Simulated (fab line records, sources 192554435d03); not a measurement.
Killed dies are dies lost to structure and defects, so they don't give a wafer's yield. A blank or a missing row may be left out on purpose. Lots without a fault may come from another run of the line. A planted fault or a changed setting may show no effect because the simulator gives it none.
One fault seen from 3 desks | flow n5_finfet | each desk has only its own numbers; what lay behind them comes last

THE METROLOGY DESK
What the gauges read, lot by lot, whatever tool the lot ran on: means of the sampled wafers that have a number. A lot is out of limits, marked OUT, if its mean lies more than 4 standard deviations from the usual mean; the brackets give that distance.
Columns: A = thk_nm at N5_STI_FIN_REVEAL_THK_MEAS_05, usual 131.7 nm; B = cd_nm at N5_STI_FIN_REVEAL_CD_MEAS_22, usual 6.26 nm; C = trench_depth_nm at N5_STI_FIN_REVEAL_FIN_H_MEAS_10, usual 52.2 nm
lot  | first seen here | A     | B    | C
L398 | day 2 11:02     | 131.0 | 6.37 | 52.3
L407 | day 4 17:37     | 133.1 | 6.06 | 52.1
L409 | day 5 07:27     | 131.5 | 6.05 | 52.6
L417 | day 7 04:46     | 131.3 | 6.31 | 52.2
L418 | day 7 09:55     | 132.4 | 6.34 | 52.3
L421 | day 8 04:43     | 131.5 | 6.12 | 52.6
This desk's finding: nothing out of limits on any of the 6 lots.

THE TOOL OWNER'S DESK: rie_si-02
The tool's own readings at N5_STI_FIN_REVEAL_ETCH_34 (etches Si in H2, material Si, target depth 0.97 nm): means of the sampled wafers that have a number, for each lot that ran on this tool. A lot is out of limits, marked OUT, if its mean lies more than 4 standard deviations from the usual mean; the brackets give that distance.
Columns: A = drypump_motor_current_A at N5_STI_FIN_REVEAL_ETCH_34, usual 5.8 A; B = oes_product_au at N5_STI_FIN_REVEAL_ETCH_34, usual 0.996 a.u.; C = throttle_valve_pct at N5_STI_FIN_REVEAL_ETCH_34, usual 25.9 %
lot  | first seen here | A   | B     | C
L398 | day 2 13:45     | 5.6 | 1.003 | 26.4
L407 | day 4 20:17     | 5.4 | 1.008 | 26.2
L417 | day 7 07:38     | 5.7 | 0.978 | 26.5
L418 | day 7 12:30     | 5.6 | 0.982 | 26.2
This desk's finding: nothing out of limits on any of the 4 lots.

THE DEFECT DESK
What the inspections along the route counted, lot by lot: means of the sampled wafers that have a number. A lot is out of limits, marked OUT, if its mean lies more than 4 standard deviations from the usual mean; the brackets give that distance.
Columns: A = raw_defect_count at N5_STI_FIN_REVEAL_INSPECT_13, usual 12
lot  | first seen here | A
L398 | day 2 14:29     | 17
L407 | day 4 20:59     | 15
L409 | day 5 10:56     | 8
L417 | day 7 08:32     | 193 (+36) OUT
L418 | day 7 13:35     | 117 (+21) OUT
L421 | day 8 08:11     | 10
This desk's finding: out of limits on L417, L418; first on L417, day 7 08:32 (raw_defect_count at N5_STI_FIN_REVEAL_INSPECT_13). In limits: L398, L407, L409, L421.

PUT TOGETHER
The defect desk could have raised an alarm at day 7 08:32, on L417, L418.
The metrology desk saw nothing out of limits.
The tool owner's desk saw nothing out of limits.
The metrology desk has L417, L418 on record, within its limits.
The tool owner's desk has L417, L418 on record, within its limits.
Of the lots named, all ran N5_STI_FIN_REVEAL_ETCH_34 on rie_si-02.

WHAT THE SIMULATOR HAD PUT IN
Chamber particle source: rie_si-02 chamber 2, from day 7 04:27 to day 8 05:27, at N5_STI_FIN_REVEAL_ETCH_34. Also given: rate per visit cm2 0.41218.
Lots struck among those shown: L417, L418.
Hours from the fault's start to each desk's first reading out of limits: the defect desk, 4.
